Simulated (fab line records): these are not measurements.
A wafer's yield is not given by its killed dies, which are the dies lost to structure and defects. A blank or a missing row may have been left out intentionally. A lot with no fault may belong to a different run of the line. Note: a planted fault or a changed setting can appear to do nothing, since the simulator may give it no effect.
fab line records    flow nandHarc
record lots=24  wafers=72  lastDay=25
route steps=1159 shown A_CONTACT@941 A_BLC@987 A_M0@1007 A_M1@1053 A_BONDPAD@1060
lots that met no fault: taken from a fault-free run of the same line
startH: the number of hours between the record's first day and the start of the first shown wafer of the lot    waitH: how many hours have passed since the lot's step before this one    " unchanged from the row above    L1.1+2: one row covering several wafers at once    - no value, or no start given    * or withheld: withheld    < > ~ a bound
route shown NAME@n: NAME is a module with steps in the file, n the number in the route of the first one    usual: average and standard deviation across the fault-free wafers    same: alike in all rows    chamber/n: place in a boat    sites: per-site readings    _std_site: their standard deviation    _edge_site: inner sites' mean taken away from outer sites' mean    radiusMm: how far each site lies from the wafer's centre    mask NAME#n: copy n    behind: tool/chamber where the wafer was last shaped    hold: cause of the lot's hold/its duration in hours/its outcome    device: names the non-switching transistor (n, p or np)    end of line: the same wafers' tests at the end of the route    a step given without rows: its recipe and nothing more    killed: not the wafer's yield, but the dies lost to structure and defects at the first sort    map: a wafer's dies, marking killed ones x, the rest . and places with no die _
set.NAME: the setting the step ran with; set.NAME@STEP: the setting that earlier step ran with    model.NAME: the simulator's own value behind a step, which no gauge read
the route's steps for a sample of lots (tables are steps, rows are wafers)
services: from which hour (startH, from the record's first day; less than 0 if before it) a tool's chamber was out of use, for how many hours, and why
## steps
# step NHARC_A_CONTACT_ETCH_30
# recipe targetDepthA=605  timeS=30.2  cf4FlowSccm=100  chf3FlowSccm=30  arFlowSccm=0  rfW=500  biasW=200  chemistry=CF4/CHF3
# usual drypumpMotorCurrentA=5.7/0.47  oesProductAu=0.937/0.022  rfVppV=369.3/2.2  showerheadPlenumPTorr=1.53/0.064  throttleValvePct=16.801/0.0091
lot.wafer  tool        chamber  startH  waitH  drypumpMotorCurrentA  oesProductAu  rfHoursCounterH  rfVppV  showerheadPlenumPTorr  throttleValvePct
L074.4     rieDiel-05  2        -       -      5.6                   0.914         7                368.5   1.51                   16.803
L074.2     "           3        "       "      5.5                   0.942         7                368.6   1.51                   16.790
L074.3     "           0        "       "      5.6                   0.932         7                367.5   1.48                   16.814
L075.3     rieDiel-07  1        -       -      6.3                   0.930         55               372.9   1.61                   16.806
L075.1     "           2        "       "      6.8                   0.926         54               369.6   1.54                   16.808
L075.4     "           3        "       "      5.4                   0.918         60               374.9   1.67                   16.806
L077.1     rieDiel-11  2        -       -      5.1                   0.924         6                369.8   1.50                   16.812
L077.3     "           0        "       "      6.0                   0.921         7                372.7   1.60                   16.817
L077.5     "           1        "       "      5.1                   0.917         -                366.6   1.48                   16.810
L076.1     rieDiel-07  0        -       -      5.3                   0.991         57               366.5   1.46                   16.796
L076.3     "           1        "       "      6.4                   0.986         56               372.0   1.61                   16.812
L076.6     "           0        "       "      5.3                   0.992         -                366.3   1.46                   16.808
L079.1     rieDiel-11  0        -       -      6.0                   0.980         9                371.8   1.60                   16.788
L079.4     "           2        "       "      5.1                   0.944         8                368.7   1.50                   16.810
L079.5     "           1        "       "      5.1                   0.951         -                367.3   1.48                   16.792
L078.2     rieDiel-05  0        406.57  0.5    5.6                   0.930         14               367.5   1.48                   16.809
L078.6     "           2        "       "      5.6                   0.901         -                369.1   1.51                   16.801
L078.5     "           0        "       "      5.6                   0.922         -                366.4   1.48                   16.797
L080.2     rieDiel-05  0        -       -      5.6                   0.930         15               367.9   1.48                   16.813
L080.5     "           0        "       "      5.6                   0.929         -                368.5   1.48                   16.797
L080.6     "           2        "       "      5.6                   0.903         -                369.0   1.51                   16.801
L082.2     rieDiel-11  1        -       -      5.1                   0.922         20               366.9   1.48                   16.817
L082.1     "           2        "       "      5.1                   0.916         21               368.0   1.50                   16.801
L082.6     "           2        "       "      5.1                   0.926         -                369.2   1.50                   16.797
L081.2     rieDiel-05  3        -       -      5.5                   0.946         18               369.6   1.51                   16.796
L081.5     "           2        "       "      5.6                   0.910         -                367.6   1.51                   16.804
L081.6     "           3        "       "      5.5                   0.944         -                369.2   1.51                   16.819
L083.4     rieDiel-11  2        -       -      5.1                   0.964         23               366.8   1.50                   16.790
L083.3     "           3        "       "      5.5                   0.962         24               367.1   1.49                   16.796
L083.5     "           2        "       "      5.1                   0.958         -                368.6   1.50                   16.783
L084.1     rieDiel-05  2        -       -      5.6                   0.901         21               368.4   1.51                   16.786
L084.6     "           0        "       "      5.6                   0.939         -                368.1   1.47                   16.807
L084.5     "           1        "       "      5.4                   0.921         -                370.2   1.52                   16.800
L085.2     rieDiel-05  2        -       -      5.6                   0.920         22               369.5   1.51                   16.792
L085.3     "           3        "       "      5.5                   0.934         20               368.3   1.51                   16.791
L085.4     "           0        "       "      5.5                   0.937         21               366.3   1.47                   16.814
L087.2     rieDiel-11  0        -       -      6.0                   0.958         34               372.2   1.59                   16.796
L087.3     "           1        "       "      5.1                   0.974         32               366.6   1.47                   16.802
L087.4     "           2        "       "      5.1                   0.980         32               368.8   1.50                   16.786
L086.4     rieDiel-05  1        -       -      5.4                   0.926         21               369.5   1.52                   16.805
L086.3     "           2        "       "      5.6                   0.923         25               368.0   1.51                   16.813
L086.6     "           1        "       "      5.4                   0.934         -                370.3   1.52                   16.793
L089.3     rieDiel-07  1        -       -      6.4                   0.939         20               371.0   1.61                   16.798
L089.5     "           0        "       "      5.3                   0.939         -                373.1   1.70                   16.796
L089.4     "           2        "       "      6.7                   0.912         -                369.9   1.54                   16.795
L088.2     rieDiel-05  0        -       -      5.6                   0.932         25               366.7   1.47                   16.803
L088.6     "           3        "       "      5.5                   0.936         -                369.1   1.51                   16.805
L088.5     "           0        "       "      5.6                   0.932         -                368.5   1.47                   16.788
L091.3     rieDiel-05  3        -       -      5.5                   0.943         29               367.9   1.51                   16.798
L091.2     "           0        "       "      5.6                   0.930         30               366.9   1.47                   16.788
L091.4     "           1        "       "      5.4                   0.929         26               368.0   1.52                   16.814
L090.4     rieDiel-07  2        -       -      6.7                   0.948         30               369.5   1.53                   16.799
L090.3     "           3        "       "      5.4                   0.953         27               373.6   1.66                   16.798
L090.1     "           1        "       "      6.4                   1.000         26               371.3   1.61                   16.794
L092.1     rieDiel-05  2        -       -      5.6                   0.958         30               368.9   1.51                   16.796
L092.2     "           3        "       "      5.5                   0.985         31               368.0   1.51                   16.807
L092.5     "           3        "       "      5.5                   0.981         -                368.1   1.51                   16.795
L094.1     rieDiel-07  2        -       -      6.7                   0.915         36               369.3   1.53                   16.798
L094.3     "           3        "       "      5.4                   0.924         34               373.4   1.66                   16.819
L094.5     "           2        "       "      6.7                   0.917         -                368.5   1.53                   16.793
L095.2     rieDiel-11  0        518.84  -      6.0                   0.921         47               370.6   1.59                   16.798
L095.4     "           1        "       "      5.1                   0.915         47               367.6   1.47                   16.789
L095.6     "           3        "       "      5.4                   0.930         -                367.3   1.48                   16.795
L096.1     rieDiel-07  0        -       -      5.3                   0.930         32               373.3   1.69                   16.798
L096.3     "           1        "       "      6.3                   0.945         34               370.6   1.60                   16.799
L096.5     "           3        "       "      5.4                   0.934         -                373.6   1.66                   16.815
L093.2     rieDiel-11  0        -       -      6.0                   0.932         51               370.6   1.59                   16.794
L093.4     "           3        "       "      5.5                   0.926         50               368.5   1.48                   16.813
L093.5     "           1        "       "      5.1                   0.909         -                366.1   1.47                   16.800
L097.3     rieDiel-07  2        -       -      6.7                   0.911         41               369.1   1.53                   16.805
L097.2     "           0        "       "      5.3                   0.927         36               374.7   1.69                   16.796
L097.4     "           1        "       "      6.3                   0.935         -                371.5   1.60                   16.807
# step NHARC_A_BLC_PVD_32
# recipe targetThkA=50  chamberPressurePa=5  powerW=5000  substrateTempC=200  timeS=17.7  material=Ti
# usual throttleValvePct=30.4/0.99
lot.wafer  tool           chamber  startH  waitH  throttleValvePct
L074.3     pvdSputter-03  -        -       -      31.9
L074.4     "              -        "       "      30.6
L074.2     "              -        "       "      30.8
L075.3     pvdSputter-01  -        -       -      30.9
L075.1     "              -        "       "      29.5
L075.4     "              -        "       "      31.5
L077.3     pvdSputter-01  -        -       -      31.4
L077.1     "              -        "       "      29.9
L077.5     "              -        "       "      29.7
L076.1     pvdSputter-02  -        -       -      30.2
L076.3     "              -        "       "      28.3
L076.6     "              -        "       "      29.6
L079.4     pvdSputter-01  -        -       -      29.3
L079.1     "              -        "       "      31.4
L079.5     "              -        "       "      29.7
L078.2     pvdSputter-01  -        -       -      29.8
L078.5     "              -        "       "      29.3
L078.6     "              -        "       "      31.1
L080.2     pvdSputter-01  -        -       -      30.9
L080.5     "              -        "       "      29.9
L080.6     "              -        "       "      30.5
L082.1     pvdSputter-02  -        -       -      32.0
L082.2     "              -        "       "      29.3
L082.6     "              -        "       "      29.9
L081.2     pvdSputter-01  -        -       -      31.4
L081.5     "              -        "       "      29.7
L081.6     "              -        "       "      30.6
L083.3     pvdSputter-02  -        -       -      29.7
L083.4     "              -        "       "      29.9
L083.5     "              -        "       "      28.4
L084.1     pvdSputter-01  -        -       -      31.5
L084.6     "              -        "       "      29.7
L084.5     "              -        "       "      31.6
L085.3     pvdSputter-01  -        -       -      30.0
L085.2     "              -        "       "      29.4
L085.4     "              -        "       "      31.6
L087.2     pvdSputter-03  -        -       -      30.8
L087.3     "              -        "       "      30.8
L087.4     "              -        "       "      30.3
L086.3     pvdSputter-03  -        -       -      31.9
L086.4     "              -        "       "      31.0
L086.6     "              -        "       "      30.9
L089.4     pvdSputter-02  -        -       -      30.4
L089.3     "              -        "       "      32.0
L089.5     "              -        "       "      29.9
L088.2     pvdSputter-03  -        -       -      31.6
L088.6     "              -        "       "      31.0
L088.5     "              -        "       "      30.1
L091.4     pvdSputter-03  -        -       -      30.8
L091.3     "              -        "       "      31.5
L091.2     "              -        "       "      31.1
L090.1     pvdSputter-01  -        -       -      30.6
L090.4     "              -        "       "      29.5
L090.3     "              -        "       "      29.8
L092.2     pvdSputter-03  -        -       -      31.0
L092.1     "              -        "       "      30.9
L092.5     "              -        "       "      31.8
L094.3     pvdSputter-02  -        -       -      31.8
L094.1     "              -        "       "      29.6
L094.5     "              -        "       "      28.2
L095.2     pvdSputter-03  -        -       -      31.5
L095.4     "              -        "       "      30.9
L095.6     "              -        "       "      30.5
L096.3     pvdSputter-03  -        -       -      30.8
L096.1     "              -        "       "      31.1
L096.5     "              -        "       "      30.2
L093.4     pvdSputter-02  -        -       -      30.0
L093.2     "              -        "       "      28.4
L093.5     "              -        "       "      29.9
L097.4     pvdSputter-02  -        -       -      28.4
L097.2     "              -        "       "      32.2
L097.3     "              -        "       "      29.8
# step NHARC_A_M0_DESCUM_14
# recipe timeS=3  o2FlowSccm=200  arFlowSccm=0  biasPowerW=0  chemistry=O2
# usual drypumpMotorCurrentA=5.8/0.46  o2FlowSccm=200.0/0.6  oesProductAu=0.997/0.012  rfVppV=57.9/0.96  showerheadPlenumPTorr=1.94/0.11  throttleValvePct=11.311/0.0094
lot.wafer  tool        chamber  startH  waitH  drypumpMotorCurrentA  o2FlowSccm  oesProductAu  rfHoursCounterH  rfVppV  showerheadPlenumPTorr  throttleValvePct
L074.2     rieDiel-10  1        400.93  0.1    5.4                   199.2       1.007         2                58.5    1.96                   11.295
L074.4     "           3        "       "      6.0                   200.1       0.987         3                57.6    1.89                   11.307
L074.3     "           0        "       "      5.2                   200.5       1.002         3                56.7    1.79                   11.299
L075.1     rieDiel-10  2        406.08  0.1    4.9                   200.0       0.989         3                57.7    1.78                   11.303
L075.4     "           3        "       "      6.0                   200.2       0.977         3                55.9    1.89                   11.297
L075.3     "           0        "       "      5.3                   200.0       0.996         3                58.5    1.79                   11.301
L077.1     rieDiel-12  1        406.65  0.1    6.2                   198.9       0.995         1                57.8    1.99                   11.311
L077.3     "           0        "       "      6.4                   200.6       0.997         2                60.4    2.06                   11.314
L077.5     "           1        "       "      6.1                   198.9       1.001         -                57.0    1.99                   11.311
L076.1     rieDiel-12  1        410.04  0.1    6.1                   200.4       1.016         2                57.9    1.99                   11.324
L076.3     "           2        "       "      5.4                   200.4       1.009         2                58.0    2.06                   11.312
L076.6     "           0        "       "      6.4                   200.1       1.007         -                58.2    2.06                   11.307
L079.1     rieDiel-06  2        411.79  0.1    6.0                   200.2       0.994         11               58.3    2.05                   11.313
L079.5     "           3        "       "      6.5                   199.1       1.004         -                58.7    2.04                   11.297
L079.4     "           0        "       "      5.3                   199.7       1.009         -                57.8    1.99                   11.325
L078.2     rieDiel-10  0        418.15  0.1    5.3                   199.5       0.989         4                56.8    1.78                   11.319
L078.5     "           2        "       "      4.9                   199.3       0.979         -                57.2    1.78                   11.310
L078.6     "           3        "       "      6.0                   200.1       0.973         -                57.9    1.89                   11.304
L080.2     rieDiel-12  2        429.36  0.1    5.4                   200.1       1.009         3                57.6    2.06                   11.314
L080.5     "           0        "       "      6.4                   200.6       1.007         -                58.2    2.06                   11.314
L080.6     "           1        "       "      6.2                   201.0       1.008         -                58.0    1.98                   11.307
L082.2     rieDiel-06  2        448.58  0.1    5.9                   199.3       0.990         2                57.6    2.05                   11.304
L082.1     "           1        "       "      5.9                   199.4       1.007         1                58.0    1.78                   11.320
L082.6     "           3        "       "      6.5                   200.0       1.000         -                58.9    2.04                   11.318
L081.2     rieDiel-06  2        449.03  0.1    6.0                   200.2       1.004         2                57.5    2.05                   11.313
L081.5     "           3        "       "      6.5                   200.0       1.000         -                59.6    2.04                   11.318
L081.6     "           0        "       "      5.3                   199.4       1.001         -                58.6    1.99                   11.315
L083.4     rieDiel-12  2        458.68  0.1    5.4                   200.3       1.010         5                59.6    2.06                   11.329
L083.3     "           0        "       "      6.4                   200.5       0.993         5                57.2    2.05                   11.303
L083.5     "           2        "       "      5.4                   200.7       1.005         -                59.1    2.06                   11.313
L084.1     rieDiel-06  1        462.62  0.1    5.9                   200.1       1.009         2                57.5    1.78                   11.311
L084.5     "           0        "       "      5.3                   199.7       1.006         -                57.3    1.99                   11.323
L084.6     "           1        "       "      5.9                   200.1       1.012         -                57.2    1.78                   11.301
L085.2     rieDiel-06  2        465.63  0.1    6.0                   201.2       1.016         3                59.2    2.05                   11.327
L085.3     "           1        "       "      5.9                   200.9       1.004         2                57.0    1.78                   11.331
L085.4     "           0        "       "      5.3                   200.3       0.999         -                57.6    1.99                   11.310
L087.2     rieDiel-12  0        478.09  0.1    6.4                   199.9       0.979         6                59.3    2.05                   11.312
L087.3     "           1        "       "      6.1                   199.7       0.991         6                56.9    1.98                   11.321
L087.4     "           2        "       "      5.4                   199.5       1.003         6                58.3    2.06                   11.306
L086.3     rieDiel-06  0        483.04  0.1    5.3                   199.9       0.991         4                57.0    1.99                   11.302
L086.4     "           1        "       "      5.9                   199.7       1.014         2                57.4    1.78                   11.326
L086.6     "           0        "       "      5.3                   199.5       0.988         -                56.9    1.99                   11.321
L089.4     rieDiel-06  1        502.62  0.1    5.9                   199.6       1.003         4                57.3    1.78                   11.292
L089.3     "           0        "       "      5.3                   200.5       0.990         6                57.5    1.99                   11.302
L089.5     "           1        "       "      5.9                   200.6       1.005         -                57.8    1.78                   11.318
L088.2     rieDiel-10  1        502.93  0.1    5.4                   199.8       0.998         11               58.3    1.95                   11.303
L088.6     "           0        "       "      5.3                   200.7       1.009         -                57.1    1.78                   11.319
L088.5     "           1        "       "      5.5                   200.2       0.995         -                56.8    1.95                   11.320
L091.2     rieDiel-12  3        516.40  0.1    6.0                   200.4       0.986         9                55.9    1.78                   11.324
L091.3     "           0        "       "      6.4                   199.3       0.984         9                58.9    2.05                   11.300
L091.4     "           1        "       "      6.1                   200.2       0.987         9                57.7    1.98                   11.301
L090.3     rieDiel-12  3        517.06  0.1    6.0                   199.8       0.987         9                57.5    1.78                   11.318
L090.1     "           1        "       "      6.1                   200.3       0.992         9                57.1    1.98                   11.308
L090.4     "           2        "       "      5.4                   200.1       0.994         10               57.6    2.06                   11.312
L092.1     rieDiel-12  2        522.10  0.1    5.4                   200.3       0.984         10               57.6    2.06                   11.331
L092.2     "           3        "       "      5.9                   201.0       0.987         9                57.8    1.78                   11.302
L092.5     "           0        "       "      6.4                   199.2       0.993         -                58.6    2.05                   11.318
L094.3     rieDiel-10  1        526.22  0.1    5.4                   199.8       0.991         14               57.2    1.95                   11.309
L094.1     "           0        "       "      5.2                   200.3       1.007         13               57.1    1.78                   11.306
L094.5     "           3        "       "      6.0                   200.7       0.989         -                58.2    1.89                   11.305
L095.2     rieDiel-06  0        528.51  0.1    5.3                   200.4       0.988         8                58.2    1.99                   11.323
L095.4     "           1        "       "      5.9                   199.9       1.005         6                57.5    1.78                   11.301
L095.6     "           3        "       "      6.5                   200.0       0.985         -                58.2    2.04                   11.304
L096.1     rieDiel-12  3        529.62  0.1    6.0                   199.8       0.976         10               57.8    1.78                   11.313
L096.3     "           1        "       "      6.1                   200.0       0.983         10               57.9    1.98                   11.300
L096.5     "           3        "       "      6.0                   200.0       0.978         -                55.4    1.78                   11.319
L093.2     rieDiel-06  1        539.13  0.1    5.9                   198.6       1.008         6                57.9    1.78                   11.298
L093.4     "           2        "       "      6.0                   200.0       1.006         8                60.1    2.04                   11.315
L093.5     "           0        "       "      5.3                   199.5       0.998         -                57.8    1.98                   11.306
L097.2     rieDiel-10  1        539.86  0.1    5.5                   199.7       1.028         0                55.7    1.95                   11.308
L097.3     "           3        "       "      6.0                   200.6       0.976         0                57.6    1.89                   11.311
L097.4     "           0        "       "      5.3                   199.6       0.997         -                58.8    1.78                   11.331
# step NHARC_A_M1_THK_MEAS_24
# recipe thkMeasGauge=xrf
# usual thkNm=155.1/1.8
lot.wafer  tool          chamber  startH  waitH  thkNm
L074.2     filmMetro-02  -        409.23  -      155.9
L074.3     "             -        "       "      150.6
L074.4     "             -        "       "      156.1
L075.1     filmMetro-01  -        413.03  -      155.5
L075.3     "             -        "       "      156.8
L075.4     "             -        "       "      158.2
L077.1     filmMetro-01  -        413.42  -      154.7
L077.3     "             -        "       "      155.2
L077.5     "             -        "       "      155.1
L076.1     filmMetro-02  -        416.53  -      156.1
L076.3     "             -        "       "      156.7
L076.6     "             -        "       "      156.1
L079.1     filmMetro-02  -        418.43  -      155.0
L079.4     "             -        "       "      154.5
L079.5     "             -        "       "      159.4
L078.2     filmMetro-01  -        424.67  -      154.6
L078.5     "             -        "       "      152.7
L078.6     "             -        "       "      156.7
L080.2     filmMetro-01  -        435.83  -      156.7
L080.5     "             -        "       "      154.6
L080.6     "             -        "       "      153.2
L082.1     filmMetro-02  -        455.45  -      155.2
L082.2     "             -        "       "      155.7
L082.6     "             -        "       "      156.0
L081.2     filmMetro-02  -        455.64  -      153.5
L081.5     "             -        "       "      154.7
L081.6     "             -        "       "      151.7
L083.3     filmMetro-01  -        465.54  -      154.7
L083.4     "             -        "       "      155.2
L083.5     "             -        "       "      153.8
L084.1     filmMetro-02  -        469.24  -      156.5
L084.5     "             -        "       "      155.8
L084.6     "             -        "       "      151.9
L085.2     filmMetro-02  -        472.39  -      153.3
L085.3     "             -        "       "      154.4
L085.4     "             -        "       "      153.6
L087.2     filmMetro-01  -        484.61  -      155.4
L087.3     "             -        "       "      156.6
L087.4     "             -        "       "      158.6
L086.3     filmMetro-01  -        489.60  -      154.0
L086.4     "             -        "       "      154.0
L086.6     "             -        "       "      153.3
L089.3     filmMetro-01  -        509.23  -      156.6
L089.4     "             -        "       "      153.4
L089.5     "             -        "       "      156.2
L088.2     filmMetro-01  -        509.52  -      155.2
L088.5     "             -        "       "      152.1
L088.6     "             -        "       "      158.4
L091.2     filmMetro-01  -        523.11  -      152.9
L091.3     "             -        "       "      158.9
L091.4     "             -        "       "      157.5
L090.1     filmMetro-01  -        523.68  -      155.5
L090.3     "             -        "       "      155.4
L090.4     "             -        "       "      157.9
L092.1     filmMetro-01  -        529.01  -      156.4
L092.2     "             -        "       "      155.1
L092.5     "             -        "       "      155.7
L094.1     filmMetro-01  -        533.07  -      158.1
L094.3     "             -        "       "      155.7
L094.5     "             -        "       "      157.2
L095.2     filmMetro-02  -        536.20  -      155.6
L095.4     "             -        "       "      157.0
L095.6     "             -        "       "      154.8
L096.1     filmMetro-02  -        536.82  -      153.4
L096.3     "             -        "       "      153.1
L096.5     "             -        "       "      151.2
L093.2     filmMetro-01  -        545.52  -      155.1
L093.4     "             -        "       "      154.1
L093.5     "             -        "       "      155.1
L097.2     filmMetro-02  -        546.40  -      156.3
L097.3     "             -        "       "      155.1
L097.4     "             -        "       "      155.2
# step NHARC_A_BONDPAD_CMP_29
# recipe targetThkNm=200  material=SiCN
# usual motorCurrentA=12.1/1.3
lot.wafer  tool    chamber  startH  waitH  motorCurrentA
L074.4     cmp-04  3        410.63  0.3    14.2
L074.3     "       0        "       "      11.9
L074.2     "       2        "       "      12.5
L075.1     cmp-01  0        414.32  -      14.0
L075.3     "       1        "       "      10.1
L075.4     "       3        "       "      12.7
L077.1     cmp-04  0        414.71  -      11.4
L077.3     "       2        "       "      11.7
L077.5     "       0        "       "      12.1
L076.1     cmp-04  0        417.87  -      11.0
L076.3     "       1        "       "      11.7
L076.6     "       2        "       "      11.8
L079.1     cmp-01  0        420.11  -      13.4
L079.4     "       2        "       "      11.9
L079.5     "       3        "       "      12.6
L078.2     cmp-04  1        426.11  -      12.0
L078.6     "       0        "       "      11.3
L078.5     "       1        "       "      12.1
L080.2     cmp-04  2        437.38  -      11.8
L080.6     "       3        "       "      14.9
L080.5     "       0        "       "      11.4
L082.2     cmp-01  3        456.73  -      13.4
L082.1     "       1        "       "      10.1
L082.6     "       3        "       "      13.9
L081.2     cmp-04  0        457.03  0.5    11.8
L081.5     "       0        "       "      11.9
L081.6     "       1        "       "      12.0
L083.3     cmp-04  3        467.01  0.3    14.2
L083.4     "       1        "       "      12.0
L083.5     "       2        "       "      12.0
L084.1     cmp-01  3        470.71  0.6    13.4
L084.6     "       0        "       "      12.7
L084.5     "       1        "       "      10.7
L085.3     cmp-02  1        473.66  -      11.1
L085.2     "       2        "       "      13.6
L085.4     "       3        "       "      11.6
L087.4     cmp-04  3        486.28  -      13.4
L087.2     "       0        "       "      11.6
L087.3     "       2        "       "      12.9
L086.3     cmp-02  1        491.00  0.3    11.5
L086.4     "       2        "       "      12.5
L086.6     "       1        "       "      11.7
L089.3     cmp-02  1        510.84  0.4    11.2
L089.4     "       2        "       "      12.7
L089.5     "       0        "       "      9.6
L088.2     cmp-02  3        510.95  -      11.6
L088.6     "       3        "       "      11.7
L088.5     "       0        "       "      9.6
L091.2     cmp-04  1        524.38  -      12.0
L091.4     "       2        "       "      12.0
L091.3     "       0        "       "      10.9
L090.3     cmp-04  2        525.11  -      12.2
L090.4     "       3        "       "      13.9
L090.1     "       0        "       "      11.1
L092.1     cmp-02  0        530.52  0.6    9.7
L092.2     "       3        "       "      11.1
L092.5     "       0        "       "      9.6
L094.3     cmp-02  3        534.89  0.5    11.6
L094.1     "       2        "       "      12.2
L094.5     "       3        "       "      11.8
L095.4     cmp-04  3        537.51  -      14.6
L095.2     "       0        "       "      11.5
L095.6     "       2        "       "      12.1
L096.1     cmp-04  2        538.11  -      12.4
L096.3     "       1        "       "      12.4
L096.5     "       2        "       "      12.1
L093.2     cmp-02  2        546.82  -      12.2
L093.4     "       3        "       "      12.2
L093.5     "       2        "       "      13.1
L097.4     cmp-01  2        548.17  -      11.2
L097.2     "       3        "       "      12.4
L097.3     "       0        "       "      12.7
# step NHARC_A_BONDPAD_PRE_CLEAN_26
# recipe timeS=30  tempC=280  gas=H2/He
# usual heaterPowerW=409/44
lot.wafer  tool           chamber  startH  waitH  heaterPowerW
L074.4     pvdSputter-01  -        -       -      419
L074.3     "              -        "       "      449
L074.2     "              -        "       "      441
L075.4     pvdSputter-01  -        -       -      459
L075.1     "              -        "       "      314
L075.3     "              -        "       "      436
L077.1     pvdSputter-03  -        -       -      403
L077.3     "              -        "       "      464
L077.5     "              -        "       "      387
L076.3     pvdSputter-02  -        -       -      387
L076.1     "              -        "       "      476
L076.6     "              -        "       "      480
L079.4     pvdSputter-01  -        -       -      410
L079.1     "              -        "       "      443
L079.5     "              -        "       "      410
L078.2     pvdSputter-03  -        -       -      387
L078.5     "              -        "       "      442
L078.6     "              -        "       "      391
L080.2     pvdSputter-03  -        -       -      396
L080.6     "              -        "       "      396
L080.5     "              -        "       "      400
L082.1     pvdSputter-01  -        -       -      318
L082.2     "              -        "       "      447
L082.6     "              -        "       "      322
L081.2     pvdSputter-02  -        -       -      358
L081.5     "              -        "       "      385
L081.6     "              -        "       "      483
L083.4     pvdSputter-03  -        -       -      402
L083.3     "              -        "       "      404
L083.5     "              -        "       "      400
L084.1     pvdSputter-01  -        -       -      320
L084.5     "              -        "       "      318
L084.6     "              -        "       "      436
L085.4     pvdSputter-01  -        -       -      415
L085.3     "              -        "       "      320
L085.2     "              -        "       "      434
L087.4     pvdSputter-03  -        -       -      398
L087.3     "              -        "       "      398
L087.2     "              -        "       "      453
L086.4     pvdSputter-03  -        -       -      422
L086.3     "              -        "       "      398
L086.6     "              -        "       "      438
L089.3     pvdSputter-01  -        -       -      449
L089.4     "              -        "       "      406
L089.5     "              -        "       "      451
L088.2     pvdSputter-02  -        -       -      483
L088.5     "              -        "       "      489
L088.6     "              -        "       "      413
L091.4     pvdSputter-01  -        -       -      456
L091.3     "              -        "       "      321
L091.2     "              -        "       "      451
L090.1     pvdSputter-02  -        -       -      392
L090.3     "              -        "       "      492
L090.4     "              -        "       "      364
L092.1     pvdSputter-03  -        -       -      400
L092.2     "              -        "       "      410
L092.5     "              -        "       "      391
L094.3     pvdSputter-02  -        -       -      394
L094.1     "              -        "       "      499
L094.5     "              -        "       "      405
L095.4     pvdSputter-03  -        -       -      402
L095.2     "              -        "       "      405
L095.6     "              -        "       "      400
L096.1     pvdSputter-03  -        -       -      445
L096.3     "              -        "       "      408
L096.5     "              -        "       "      397
L093.4     pvdSputter-01  -        -       -      312
L093.2     "              -        "       "      398
L093.5     "              -        "       "      319
L097.4     pvdSputter-01  -        -       -      319
L097.2     "              -        "       "      454
L097.3     "              -        "       "      407
## services
tool           chamber  startH  hours  kind
rieDiel-06     1        354.61  79.9   repair
rieDiel-06     -        356.93  1.1    repair
rieDiel-12     1        366.55  8.4    repair
rieDiel-12     -        379.40  9.0    pm
pvdSputter-01  -        380.41  2.9    repair
rieDiel-06     3        382.19  3.6    repair
cmp-04         -        388.24  0.5    repair
pvdSputter-02  -        392.00  10.0   pm
pvdSputter-03  -        392.28  1.3    repair
cmp-04         -        399.00  4.0    pm
rieDiel-05     1        402.40  9.1    repair
rieDiel-05     3        404.23  2.5    repair
pvdSputter-02  -        411.50  4.1    repair
pvdSputter-03  -        458.04  10.0   pm
pvdSputter-01  -        473.36  1.2    repair
pvdSputter-03  -        476.42  1.3    repair
pvdSputter-02  -        481.35  2.7    repair
rieDiel-05     2        490.41  3.5    repair
cmp-04         -        492.96  22.0   repair
rieDiel-05     1        500.95  8.1    repair
pvdSputter-01  -        514.01  10.0   pm
cmp-04         -        514.99  4.0    pm
rieDiel-05     -        518.63  9.0    pm
pvdSputter-01  -        527.49  1.4    repair
## key
fault none
